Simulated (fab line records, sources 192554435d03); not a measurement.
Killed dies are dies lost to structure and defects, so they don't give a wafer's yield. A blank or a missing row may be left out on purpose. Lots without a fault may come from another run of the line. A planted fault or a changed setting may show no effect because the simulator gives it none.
fab line records | flow n5_finfet
record lots=7 wafers=39
route steps=1938 shown SD_EPI_P@321 SD_ACTIVATION@330 GATE_CUT@493
start_h: hours from the record's first day to the start of the lot's first wafer shown | wait_h: hours since the lot's step before | " the same as in the row above | L1.1+2: a row that stands for several wafers | - no value, or no start given | * or withheld: withheld | < > ~ a bound
route shown NAME@n: a module of which the file shows steps, and the number in the route of the first | usual: mean/standard deviation of fault-free wafers | same: alike in all rows | chamber/n: place in a boat | sites: the reading at each site | _std_site: their standard deviation | _edge_site: outer sites' mean less inner sites' | radius_mm: how far each site lies from the wafer's centre | mask NAME#n: copy n | behind: the tool/chamber that last shaped the wafer | hold: why the lot was held/for how many hours/how that ended | device: the transistor (n, p or np) that didn't switch | end of line: the same wafers' tests at the end of the route | a step without rows: its recipe alone | killed: dies lost to structure and defects at the first sort, not the wafer's yield | map: a wafer's dies, x killed, . not, _ none there
set.NAME: the setting as run; set.NAME@STEP: as run at that earlier step | model.NAME: the simulator's own value behind a step, which no gauge read
lots whose settings were changed on purpose; a table a step, a row a wafer
## steps
# step N5_SD_EPI_P_EPI_21
# recipe material=SiGe:B dopant=B temp_c=550 pressure_torr=20 ambient=H2 time_s=355
# columns lot.wafer tool chamber start_h wait_h set.epi_growth_time_s model.SiGe-B_of_SD_EPI_P_EPI_21.thk_nm
L074.2 epi_rpcvd-03 0 55.09 0.6 355 61
L074.4 " 0 " " 355 60.8
L074.5 " 0 " " 355 61.4
L076.1 epi_rpcvd-03 0 65.78 0.1 335.1 58.4
L076.2 " 0 " " 335.1 58.6
L076.3 " 0 " " 335.1 59.2
L076.4 " 0 " " 355 61.4
L076.5 " 0 " " 355 60.8
L076.6 " 0 " " 355 61.6
L078.1 epi_rpcvd-01 0 81.21 0.2 379.3 64.2
L078.2 " 0 " " 379.3 65
L078.3 " 0 " " 379.3 64.6
L078.4 " 0 " " 355 61.4
L078.5 " 0 " " 355 61.8
L078.6 " 0 " " 355 61.2
L088.1 epi_rpcvd-04 0 138.83 0.1 375.1 63.2
L088.2 " 0 " " 355 61.8
L088.3 " 0 " " 375.1 63.8
L088.4 " 0 " " 355 61.2
L088.5 " 0 " " 355 62
L088.6 " 0 " " 375.1 63.6
L090.1+3+4 epi_rpcvd-04 0 150.28 0.1 394.1 65.4
L090.2 " 0 " " 355 61.8
L090.5 " 0 151.72 1.5 355 61.2
L090.6 " 0 " " 355 60.4
L093.1 epi_rpcvd-01 0 172.12 0.1 355 61.6
L093.2+3 " 0 " " 355 61.2
L093.4 " 0 " " 355 60.8
L093.5 " 0 " " 355 61.4
L093.6 " 0 " " 355 61.8
L095.1+6 epi_rpcvd-03 0 187.38 0.1 378 64
L095.2 " 0 " " 355 60.4
L095.3 " 0 " " 355 61
L095.4 " 0 " " 355 60.6
L095.5 " 0 " " 378 63
# step N5_SD_EPI_P_EPI_MEAS_23
# recipe mode=xrd
# usual thk_nm=61.0/1.1
# columns lot.wafer tool chamber start_h wait_h set.epi_growth_time_s@SD_EPI_P_EPI_21 thk_nm
L074.2 film_metro-01 - 57.52 2.0 355 60.5
L074.4 " - " " 355 59.4
L074.5 " - " " 355 61.0
L076.1 film_metro-01 - 67.99 1.9 335.1 59.7
L076.2 " - " " 335.1 59.0
L076.3 " - " " 335.1 59.1
L076.4 " - " " 355 63.1
L076.5 " - " " 355 61.2
L076.6 " - " " 355 61.8
L078.1 film_metro-01 - 84.12 2.4 379.3 64.7
L078.2 " - " " 379.3 65.9
L078.3 " - " " 379.3 64.7
L078.4 " - " " 355 61.8
L078.5 " - " " 355 62.3
L078.6 " - " " 355 62.8
L088.1 film_metro-02 - 141.03 1.8 375.1 64.4
L088.2 " - " " 355 61.5
L088.3 " - " " 375.1 65.1
L088.4 " - " " 355 60.9
L088.5 " - " " 355 62.2
L088.6 " - " " 375.1 62.8
L090.1 film_metro-01 - 152.47 1.8 394.1 64.9
L090.2 " - " " 355 61.3
L090.3 " - " " 394.1 64.2
L090.4 " - " " 394.1 65.6
L090.5 " - " " 355 61.3
L090.6 " - " " 355 58.7
L093.1 film_metro-02 - 174.32 1.8 355 61.5
L093.2 " - " " 355 61.8
L093.3 " - " " 355 61.6
L093.4 " - " " 355 60.7
L093.5 " - " " 355 59.4
L093.6 " - " " 355 59.6
L095.1 film_metro-02 - 189.58 1.8 378 63.0
L095.2 " - " " 355 61.4
L095.3 " - " " 355 59.5
L095.4 " - " " 355 60.2
L095.5 " - " " 378 62.7
L095.6 " - " " 378 64.3
# step N5_SD_EPI_P_HM_STRIP_48
# recipe chemistry=H3PO4 temp_c=160 material=SiNx target=SiNx target_depth_a=30 overetch_fraction=0.3
# step N5_SD_EPI_P_SRD_49
# recipe dry=ipa_marangoni time_s=30 temp_c=23 rinse_liquid=diw
# step N5_SD_ACTIVATION_RTA_00
# recipe temp_c=975 time_s=0 ambient=N2 idle_temp_c=600 ramp_up_c_per_s=150 ramp_down_c_per_s=60 cool_to_c=600
# step N5_SD_ACTIVATION_LSA_01
# recipe temp_c=1080 time_s=0.0008 ambient=N2
# step N5_SD_ACTIVATION_RS_MEAS_03
# recipe thk_meas_gauge=four-point-probe
# usual RS_SD_N=21.93/0.3 RS_SD_P=56.0/1
# columns lot.wafer tool chamber start_h wait_h set.epi_growth_time_s@SD_EPI_P_EPI_21 RS_SD_N[ohm/sq] RS_SD_P[ohm/sq]
L074.2 film_metro-01 - 58.16 0.2 355 21.54 56.2
L074.4 " - " " 355 21.55 56.5
L074.5 " - " " 355 21.79 56.3
L076.1 film_metro-01 - 68.60 0.2 335.1 21.86 58.9
L076.2 " - " " 335.1 21.98 58.0
L076.3 " - " " 335.1 22.19 57.9
L076.4 " - " " 355 22.31 55.5
L076.5 " - " " 355 22.28 56.6
L076.6 " - " " 355 22.19 55.2
L078.1 film_metro-02 - 84.73 0.2 379.3 21.65 52.8
L078.2 " - " " 379.3 21.85 51.6
L078.3 " - " " 379.3 21.77 52.5
L078.4 " - " " 355 22.17 55.5
L078.5 " - " " 355 21.69 54.6
L078.6 " - " " 355 21.83 55.5
L088.1 film_metro-01 - 142.25 0.2 375.1 21.54 53.0
L088.2 " - " " 355 21.96 54.7
L088.3 " - " " 375.1 21.49 52.8
L088.4 " - " " 355 22.10 54.9
L088.5 " - " " 355 22.16 54.8
L088.6 " - " " 375.1 21.94 53.1
L090.1 film_metro-01 - 153.25 0.2 394.1 21.96 52.6
L090.2 " - " " 355 21.75 55.7
L090.3 " - " " 394.1 21.80 52.4
L090.4 " - " " 394.1 21.74 52.0
L090.5 " - " " 355 21.65 56.5
L090.6 " - " " 355 21.57 56.4
L093.1 film_metro-02 - 174.93 0.2 355 21.42 55.2
L093.2 " - " " 355 21.39 55.8
L093.3 " - " " 355 21.62 56.2
L093.4 " - " " 355 22.15 56.3
L093.5 " - " " 355 21.69 55.3
L093.6 " - " " 355 21.81 55.0
L095.1 film_metro-02 - 190.18 0.2 378 22.10 54.2
L095.2 " - " " 355 21.98 57.4
L095.3 " - " " 355 21.96 55.8
L095.4 " - " " 355 22.27 56.8
L095.5 " - " " 378 22.23 54.5
L095.6 " - " " 378 22.05 54.3
# step N5_GATE_CUT_ETCH_37
# recipe chemistry=N2/H2 target=SOC target_depth_a=600 overetch_a=120 mask_material=SiARC temp_c=40 time_s=90 ion_energy_ev=200 pressure_mtorr=30 source_w=840 bias_w=150 n2_flow_sccm=200 h2_flow_sccm=200
# usual rf_vpp_V=524.4/2.4
# columns lot.wafer tool chamber start_h wait_h set.bias_w rf_vpp_V model.SiARC_of_GATE_CUT_COAT_35.thk_nm
L074.2 rie_diel-05 2 83.15 0.0 150 524.1 6.2
L074.4 " 1 " " 150 527.3 6
L074.5 " 1 " " 150 526.8 6
L076.1 rie_diel-03 1 93.36 0.0 150 524.3 5.6
L076.2 " 0 " " 150 522.5 6
L076.3 " 3 " " 138.1 500.2 6.2
L076.4 " 2 " " 138.1 498.3 6.6
L076.5 " 2 " " 150 526.0 6.2
L076.6 " 1 " " 138.1 495.7 6
L078.1 rie_diel-05 2 110.14 0.0 139.8 500.7 6.4
L078.2 " 0 " " 150 520.1 6
L078.3 " 3 " " 139.8 505.3 6.4
L078.4 " 1 " " 150 525.3 6
L078.5 " 0 " " 150 520.9 6
L078.6 " 1 " " 139.8 503.0 6.4
L088.1 rie_diel-03 0 168.92 0.0 150 522.3 5.8
L088.2 " 3 " " 150 526.5 6
L088.3 " 1 " " 130.4 479.4 6.4
L088.4 " 1 " " 130.4 478.3 6.4
L088.5 " 3 " " 150 526.8 6
L088.6 " 0 " " 130.4 478.7 6.6
L090.1 rie_diel-05 1 178.34 0.0 165.4 557.5 5.6
L090.2 " 0 " " 165.4 554.3 5.6
L090.3 " 3 " " 150 527.1 6.2
L090.4 " 2 " " 165.4 558.2 5.6
L090.5 " 1 " " 150 526.2 6
L090.6 " 2 " " 150 523.4 6.2
L093.1 rie_diel-02 3 199.72 0.0 166.1 559.7 5.6
L093.2 " 0 " " 150 527.0 6.2
L093.3 " 1 " " 150 525.9 6
L093.4 " 2 " " 166.1 556.0 5.8
L093.5 " 0 " " 150 525.6 6.2
L093.6 " 3 " " 166.1 560.5 5.6
L095.1 rie_diel-05 0 215.60 0.0 163.7 550.3 5.6
L095.2 " 2 " " 163.7 552.0 5.6
L095.3 " 3 " " 150 527.6 6.2
L095.4 " 0 " " 150 520.4 6
L095.5 " 2 " " 150 523.8 6
L095.6 " 3 " " 163.7 555.2 5.6
## key
split step=N5_SD_EPI_P_EPI_21 setting=epi_growth_time_s stated=355 by=wafer
response step=N5_SD_EPI_P_EPI_21 reading=model.SiGe-B_of_SD_EPI_P_EPI_21.thk_nm change=+0.412 per=1% r=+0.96
response step=N5_SD_EPI_P_EPI_MEAS_23 reading=thk_nm change=* per=1% r=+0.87
response step=N5_SD_ACTIVATION_RS_MEAS_03 reading=RS_SD_P change=-0.374 per=1% r=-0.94
split step=N5_GATE_CUT_ETCH_37 setting=bias_w stated=150 by=wafer
response step=N5_GATE_CUT_ETCH_37 reading=rf_vpp_V change=+3.21 per=1% r=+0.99
response step=N5_GATE_CUT_ETCH_37 reading=model.SiARC_of_GATE_CUT_COAT_35.thk_nm change=-0.0464 per=1% r=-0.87
